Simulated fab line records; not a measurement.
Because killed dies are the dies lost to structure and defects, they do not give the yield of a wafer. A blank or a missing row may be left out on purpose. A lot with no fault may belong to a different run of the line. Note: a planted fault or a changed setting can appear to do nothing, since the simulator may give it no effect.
A lot that was struck, set against a sound lot + flow nand_harc + 40 steps out of a route of 1159
Sound: these wafers, L333.2, L333.3, L333.5. Wafers struck: L351.1, L351.5, L351.6. The cause is named last.
Order at every step that has rows: each side's tool, ch and its chambers, its first start. Under that, the readings that differ: sound wafers + struck wafers + difference of the means + sigmas: that difference in standard deviations of wafers without a fault.
alike: words and numbers the same on both sides, and readings whose means are apart by under 2 such deviations; not compared: readings that were withheld, readings missing a value for some wafer, numbers with overlapping values and no deviation given by the record, and bounds like >300 which may hide the same value.
The two part at a step that has a row with sigmas, a row that says differs or no value, or rows on one side only. When numbers do not overlap yet have no deviation, they are printed without sigmas and do not part them. A reading that every wafer of one side lacks parts them only if that side has two wafers or more.

first, 4 steps without rows for these wafers: NHARC_P_M0_PRE_CLEAN_29 (time 30 s); NHARC_P_M0_PVD_20 (deposits TaN, target thk 5 nm, time 8.06 s); NHARC_P_M0_PVD_21 (deposits Cu, target thk 30 nm, time 20.49 s); NHARC_P_M0_ECD_22 (material Cu, target thk 400 nm).
NHARC_P_M0_ANNEAL_30: time 90 s.
  sound on rtp_anneal-01 ch 0, day 6 19:49; struck on rtp_anneal-01 ch 0, day 11 07:42
  alike: anneal_temp_c_max, wafer_temp_C_max
NHARC_P_M0_CMP_23: polishes, t overpolish 20 s, target thk 117.53 nm.
  sound on cmp-03 ch 1,2, day 6 20:07; struck on cmp-01 ch 0,1,2, day 11 08:06
  alike: motor_current_A, time_to_endpoint_s
NHARC_P_M0_THK_MEAS_24: measures by xrf.
  sound on film_metro-01 at day 6 20:25; struck on film_metro-01 at day 11 08:22
  alike: thk_nm
next, for these wafers, 1 step has no rows: NHARC_P_M0_SRD_25.
NHARC_P_M0_INSPECT_27:
  sound on defect_inspect-01 at day 6 20:35; struck on defect_inspect-01 at day 11 08:33
  alike: raw_defect_count
then, 2 steps without rows for these wafers: NHARC_P_M0_PRE_CLEAN_31 (time 12 s); NHARC_P_M0_DEP_32 (deposits SiCN, target thk 30 nm).
NHARC_P_M1_DEP_00: deposits SiOC, target thk 182.5 nm.
  sound on pecvd-04 ch 0,1, day 6 21:08; struck on pecvd-04 ch 1,2, day 11 09:07
then, 9 steps without rows for these wafers: NHARC_P_M1_DEHYDRATE_01 (time 120 s); NHARC_P_M1_HMDS_02 (time 30 s); NHARC_P_M1_COAT_34 (time 65 s); NHARC_P_M1_COAT_03 (resist thk 90 nm); NHARC_P_M1_SOFTBAKE_04 (time 55 s); NHARC_P_M1_EBR_05; NHARC_P_M1_EXPOSE_06 (exposes mask P M1, target cd 130 nm); NHARC_P_M1_PEB_07 (peb time 65 s); NHARC_P_M1_DEVELOP_08 (develop time 35 s).
NHARC_P_M1_CD_MEAS_09: the cd target is 130 nm.
  sound on cd_sem-03 ch 0, day 6 22:00; struck on cd_sem-02 ch 0, day 11 09:49
  alike: cd_nm
NHARC_P_M1_OVL_MEAS_10: pitch 260 nm.
  sound on overlay-02 at day 6 22:05; struck on overlay-02 at day 11 09:55
| reading           | sound       | struck        | difference | sigmas |
|-------------------|-------------|---------------|------------|--------|
| overlay_y_nm (nm) | 1.2 1.7 0.8 | 0.0 -0.3 -0.6 | -1.5       | -2     |
  alike: overlay_x_nm
NHARC_P_M1_INSPECT_11:
  sound on defect_inspect-02 at day 6 22:08; struck on defect_inspect-01 at day 11 09:58
  alike: raw_defect_count
then, 2 steps without rows for these wafers: NHARC_P_M1_DESCUM_14 (chemistry O2, time 3 s); NHARC_P_M1_ETCH_35 (etches the open film in N2/H2, target depth 40 nm, overetch 12 nm, time 43.94 s).
NHARC_P_M1_ETCH_15: etches the open film in C4F8/Ar, target depth 182.5 nm, time 91.2 s.
  sound: rie_diel-12 ch 0,2,3; struck: rie_diel-12 ch 0,1
  alike: oes_product_au, rf_vpp_V
  not compared: rf_hours_counter_h
NHARC_P_M1_CD_MEAS_16:
  sound on cd_sem-02 at day 6 22:31; struck on cd_sem-03 at day 11 10:20
  alike: cd_nm
then, 5 steps without rows for these wafers: NHARC_P_M1_STRIP_18 (strips in N2/H2); NHARC_P_M1_ETCH_28 (etches the open film in CF4/N2, target depth 30 nm, time 72.99 s); NHARC_P_M1_STRIP_19 (strips in post etch residue remover, time 600 s); NHARC_P_M1_DEGAS_29 (time 60 s); NHARC_P_M1_PRE_CLEAN_30 (time 30 s).
NHARC_P_M1_PVD_20: deposits TaN, target thk 5 nm, time 8.06 s.
  sound on pvd_sputter-02; struck on pvd_sputter-03
  alike: chamber_pressure_pa, throttle_valve_pct
then, 2 steps without rows for these wafers: NHARC_P_M1_PVD_21 (deposits Cu, target thk 30 nm, time 20.49 s); NHARC_P_M1_ECD_22 (material Cu, target thk 400 nm).
NHARC_P_M1_ANNEAL_31: time 90 s.
  sound on rtp_anneal-02 ch 0, day 7 00:01; struck on rtp_anneal-01 ch 0, day 11 11:48
  alike: anneal_temp_c_max, wafer_temp_C_max
then, 2 steps without rows for these wafers: NHARC_P_M1_CMP_23 (polishes, t overpolish 20 s, target thk 157.82 nm); NHARC_P_M1_SRD_25.
-- jump in the record: it breaks off in module P_M1 and resumes in module END (first step shown: number 1159 of the route), and 14 days separate the struck wafers' starts before and after --
NHARC_END_SORT_01:
  here the record holds rows for the struck wafers (prober-01 ch 0, day 25 07:28) but none for the sound ones

== WHERE THEY PART ==
At NHARC_P_M1_OVL_MEAS_10 first; at NHARC_END_SORT_01 last (within this record only).

WHY: whatever the simulator had introduced
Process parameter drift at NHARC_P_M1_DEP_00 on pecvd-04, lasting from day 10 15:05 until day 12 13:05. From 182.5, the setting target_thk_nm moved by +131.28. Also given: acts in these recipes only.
